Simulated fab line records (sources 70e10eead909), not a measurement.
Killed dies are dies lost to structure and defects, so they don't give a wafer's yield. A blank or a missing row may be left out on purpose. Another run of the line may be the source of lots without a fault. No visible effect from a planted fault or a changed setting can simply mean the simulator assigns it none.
fab line records    flow nandHarc
record: lots: 6  wafers: 18  lastDay: 33
route steps=1302 shown A_DECK1_JOINT@544 A_ONON_D2@545
lots with no fault: from the same line, run without faults
startH: hours from the record's opening day to when the first of the lot's shown wafers began    waitH: how many hours have passed since the lot's step before this one    " the same as in the row above    L1.1+2: several wafers, shown together as one row    - no value, or no start was given    * or withheld: withheld    < > ~ a bound
route shown NAME@n: NAME is a module with steps in the file, n the number in the route of the first one    usual: mean and standard deviation over wafers with no fault    same: alike in all rows    chamber/n: place in a boat    sites: readings site by site    _std_site: their standard deviation    _edge_site: the outer-site mean with the inner-site mean subtracted    radiusMm: for every site, how far away it sits from the centre of the wafer    mask NAME#n: copy n    behind: the most recent tool/chamber to have shaped the wafer    hold: what put the lot on hold/how long, in hours/how the hold closed    device: which transistor (n, p or np) failed to switch    end of line: at the end of the route, the tests of the same wafers    for a step that has no rows: nothing shown but its recipe    killed: at the first sort, the dies lost to defects and structure; wafer yield is something else    map: per-die view of a wafer (x killed, . not killed, _ where there is no die)
set.NAME: the setting that was run; set.NAME@STEP: the one run at that earlier step    model.NAME: the simulator's own value behind a step, which no gauge read
lots at some steps of the route; a table a step, a row a wafer
services: the hour from which a tool's chamber was out of use, counted from the record's first day as startH (under 0 if before that day), plus the number of hours and why
== steps ==
step: NHARC_A_DECK1_JOINT_INSPECT_05
usual: rawDefectCount: 303/110
lot.wafer  tool              chamber  startH  waitH  rawDefectCount
L227.1     defectInspect-02  -        291.11  0.0    404
L227.2     "                 -        "       "      404
L227.6     "                 -        "       "      348
L229.1     defectInspect-01  -        321.60  0.0    369
L229.2     "                 -        "       "      415
L229.4     "                 -        "       "      468
L234.1     defectInspect-02  -        360.99  0.0    419
L234.2     "                 -        "       "      276
L234.6     "                 -        "       "      270
L235.1     defectInspect-02  -        388.56  0.0    276
L235.3     "                 -        "       "      307
L235.5     "                 -        "       "      271
L236.1     defectInspect-01  -        388.61  0.0    296
L236.2     "                 -        "       "      671
L236.4     "                 -        "       "      568
L247.3     defectInspect-01  -        503.60  0.0    376
L247.4     "                 -        "       "      279
L247.5     "                 -        "       "      380
step: NHARC_A_ONON_D2_DEP_00
recipe: targetThkA: 10000  n2FlowSccm: 2750  n2oFlowSccm: 2000  nh3FlowSccm: 500  sih4FlowSccm: 210  tempC: 400
step: NHARC_A_ONON_D2_THK_MEAS_02
recipe: thkMeasGauge: ellipsometry
usual: thkNm: 1001/10
lot.wafer  tool          chamber  startH  waitH  thkNm
L227.1     filmMetro-02  -        291.69  -      1003
L227.2     "             -        "       "      1004
L227.6     "             -        "       "      1005
L229.1     filmMetro-02  -        322.18  -      1012
L229.2     "             -        "       "      1011
L229.4     "             -        "       "      1012
L234.1     filmMetro-01  -        361.57  -      1011
L234.2     "             -        "       "      1010
L234.6     "             -        "       "      1012
L235.1     filmMetro-02  -        389.14  -      1004
L235.3     "             -        "       "      1004
L235.5     "             -        "       "      1005
L236.1     filmMetro-02  -        389.26  -      1007
L236.2     "             -        "       "      1011
L236.4     "             -        "       "      1008
L247.3     filmMetro-01  -        504.24  -      1013
L247.4     "             -        "       "      1012
L247.5     "             -        "       "      1013
step: NHARC_A_ONON_D2_DEP_03
recipe: targetThkA: 10000  n2FlowSccm: 2750  n2oFlowSccm: 2000  nh3FlowSccm: 500  sih4FlowSccm: 210  tempC: 400
step: NHARC_A_ONON_D2_THK_MEAS_05
recipe: thkMeasGauge: ellipsometry
usual: thkNm: 1002/8.9
lot.wafer  tool          chamber  startH  waitH  thkNm
L227.1     filmMetro-01  -        292.26  -      1003
L227.2     "             -        "       "      1000
L227.6     "             -        "       "      1002
L229.1     filmMetro-01  -        322.75  -      991
L229.2     "             -        "       "      989
L229.4     "             -        "       "      988
L234.1     filmMetro-02  -        362.13  -      1008
L234.2     "             -        "       "      1006
L234.6     "             -        "       "      1007
L235.1     filmMetro-02  -        389.72  -      1015
L235.3     "             -        "       "      1015
L235.5     "             -        "       "      1014
L236.1     filmMetro-02  -        389.83  -      985
L236.2     "             -        "       "      984
L236.4     "             -        "       "      984
L247.3     filmMetro-01  -        504.81  -      1008
L247.4     "             -        "       "      1008
L247.5     "             -        "       "      1009
step: NHARC_A_ONON_D2_DEP_06
recipe: targetThkA: 10000  n2FlowSccm: 2750  n2oFlowSccm: 2000  nh3FlowSccm: 500  sih4FlowSccm: 210  tempC: 400
step: NHARC_A_ONON_D2_THK_MEAS_08
recipe: thkMeasGauge: ellipsometry
usual: thkNm: 1001/11
lot.wafer  tool          chamber  startH  waitH  thkNm
L227.1     filmMetro-02  -        292.83  -      1015
L227.2     "             -        "       "      1014
L227.6     "             -        "       "      1014
L229.1     filmMetro-02  -        323.32  -      1012
L229.2     "             -        "       "      1011
L229.4     "             -        "       "      1014
L234.1     filmMetro-02  -        362.69  -      989
L234.2     "             -        "       "      990
L234.6     "             -        "       "      991
L235.1     filmMetro-02  -        390.29  -      1011
L235.3     "             -        "       "      1009
L235.5     "             -        "       "      1011
L236.1     filmMetro-02  -        390.40  -      988
L236.2     "             -        "       "      985
L236.4     "             -        "       "      987
L247.3     filmMetro-02  -        505.37  -      1014
L247.4     "             -        "       "      1012
L247.5     "             -        "       "      1012
step: NHARC_A_ONON_D2_DEP_09
recipe: targetThkA: 10000  n2FlowSccm: 2750  n2oFlowSccm: 2000  nh3FlowSccm: 500  sih4FlowSccm: 210  tempC: 400
step: NHARC_A_ONON_D2_THK_MEAS_11
recipe: thkMeasGauge: ellipsometry
usual: thkNm: 998/8.9
lot.wafer  tool          chamber  startH  waitH  thkNm
L227.1     filmMetro-01  -        293.40  -      1009
L227.2     "             -        "       "      1007
L227.6     "             -        "       "      1009
L229.1     filmMetro-02  -        323.89  -      1001
L229.2     "             -        "       "      1004
L229.4     "             -        "       "      1002
L234.1     filmMetro-01  -        363.26  -      1014
L234.2     "             -        "       "      1014
L234.6     "             -        "       "      1016
L235.1     filmMetro-02  -        390.86  -      1006
L235.3     "             -        "       "      1004
L235.5     "             -        "       "      1005
L236.1     filmMetro-02  -        390.96  -      977
L236.2     "             -        "       "      976
L236.4     "             -        "       "      976
L247.3     filmMetro-01  -        505.94  -      1000
L247.4     "             -        "       "      1002
L247.5     "             -        "       "      1003
step: NHARC_A_ONON_D2_DEP_12
recipe: targetThkA: 10000  n2FlowSccm: 2750  n2oFlowSccm: 2000  nh3FlowSccm: 500  sih4FlowSccm: 210  tempC: 400
step: NHARC_A_ONON_D2_THK_MEAS_14
recipe: thkMeasGauge: ellipsometry
usual: thkNm: 1004/10
lot.wafer  tool          chamber  startH  waitH  thkNm
L227.1     filmMetro-02  -        293.96  -      1014
L227.2     "             -        "       "      1014
L227.6     "             -        "       "      1013
L229.1     filmMetro-02  -        324.45  -      998
L229.2     "             -        "       "      999
L229.4     "             -        "       "      998
L234.1     filmMetro-01  -        364.14  -      1006
L234.2     "             -        "       "      1006
L234.6     "             -        "       "      1006
L235.1     filmMetro-02  -        391.42  -      992
L235.3     "             -        "       "      989
L235.5     "             -        "       "      992
L236.1     filmMetro-02  -        391.53  -      999
L236.2     "             -        "       "      999
L236.4     "             -        "       "      1000
L247.3     filmMetro-02  -        506.51  -      1026
L247.4     "             -        "       "      1028
L247.5     "             -        "       "      1027
step: NHARC_A_ONON_D2_ANNEAL_15
recipe: tempC: 750  timeS: 3600
step: NHARC_A_ONON_D2_DEP_16
recipe: targetThkA: 10000  n2FlowSccm: 2750  n2oFlowSccm: 2000  nh3FlowSccm: 500  sih4FlowSccm: 210  tempC: 400
usual: n2oFlowSccm: 2000/5.3  susceptorTempC: 400.06/0.21
lot.wafer  tool          chamber  startH  waitH  n2oFlowSccm  susceptorTempC
L227.1     pecvdOnon-03  0        301.51  0.4    2006         400.03
L227.2     "             0        "       "      2008         400.17
L227.6     "             0        "       "      1999         400.27
L229.1     pecvdOnon-02  0        331.87  0.4    2007         400.11
L229.2     "             0        "       "      2003         400.12
L229.4     "             0        "       "      2003         400.13
L234.1     pecvdOnon-03  0        372.30  0.4    1996         400.11
L234.2     "             0        "       "      1996         399.74
L234.6     "             0        "       "      1996         400.00
L235.1     pecvdOnon-03  0        398.29  0.4    1996         400.24
L235.3     "             0        "       "      2000         399.99
L235.5     "             0        "       "      2001         399.92
L236.1     pecvdOnon-04  0        398.43  0.5    2004         399.74
L236.2     "             0        "       "      1996         400.27
L236.4     "             0        "       "      2013         399.96
L247.3     pecvdOnon-04  0        515.70  0.5    1996         400.03
L247.4     "             0        "       "      1990         400.16
L247.5     "             0        "       "      1998         400.33
step: NHARC_A_ONON_D2_THK_MEAS_18
recipe: thkMeasGauge: ellipsometry
usual: thkNm: 998/13
lot.wafer  tool          chamber  startH  waitH  thkNm
L227.1     filmMetro-02  -        302.02  -      982
L227.2     "             -        "       "      984
L227.6     "             -        "       "      984
L229.1     filmMetro-02  -        332.38  -      990
L229.2     "             -        "       "      990
L229.4     "             -        "       "      990
L234.1     filmMetro-02  -        372.80  -      939
L234.2     "             -        "       "      992
L234.6     "             -        "       "      994
L235.1     filmMetro-02  -        398.81  -      942
L235.3     "             -        "       "      997
L235.5     "             -        "       "      943
L236.1     filmMetro-02  -        398.95  -      1019
L236.2     "             -        "       "      1017
L236.4     "             -        "       "      1019
L247.3     filmMetro-01  -        516.13  -      988
L247.4     "             -        "       "      987
L247.5     "             -        "       "      987
step: NHARC_A_ONON_D2_DEP_19
recipe: targetThkA: 10000  n2FlowSccm: 2750  n2oFlowSccm: 2000  nh3FlowSccm: 500  sih4FlowSccm: 210  tempC: 400
== services ==
tool          chamber  startH  hours  kind
pecvdOnon-03  -        308.22  5.0    repair
pecvdOnon-04  -        311.00  13.0   pm
pecvdOnon-02  -        366.00  13.0   pm
pecvdOnon-03  -        408.00  13.0   pm
pecvdOnon-04  -        492.00  13.0   pm
== key ==
firstSign: step: NHARC_A_ONON_D2_THK_MEAS_18  reading: thkNm  direction: down  sigmas: 4.4  usual: 998  struck: 942
effect none on later readings
metAt NHARC_A_ONON_D2_DEP_16
struckWafers L234.1,L235.1,L235.5
testerLeftOut L234,L235
onsetBetween 301.51 372.30
fault: kind: processParameterDrift  tool: pecvdOnon-03  chamber: -  onsetH: 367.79  steps: NHARC_A_ONON_D2_DEP_16  channel: targetThkA  offset: *  shape: step  endH: 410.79  scope: struckWafersOnly  actsIn: *  stated: *
testerLeftOut: of these lots the tester's yield and bins aren't shown, on N5 and GAA mostly nor the transistor test; their killed dies are dies lost to structure and defects alone, not to doping, threshold or leakage, so they don't give the yield
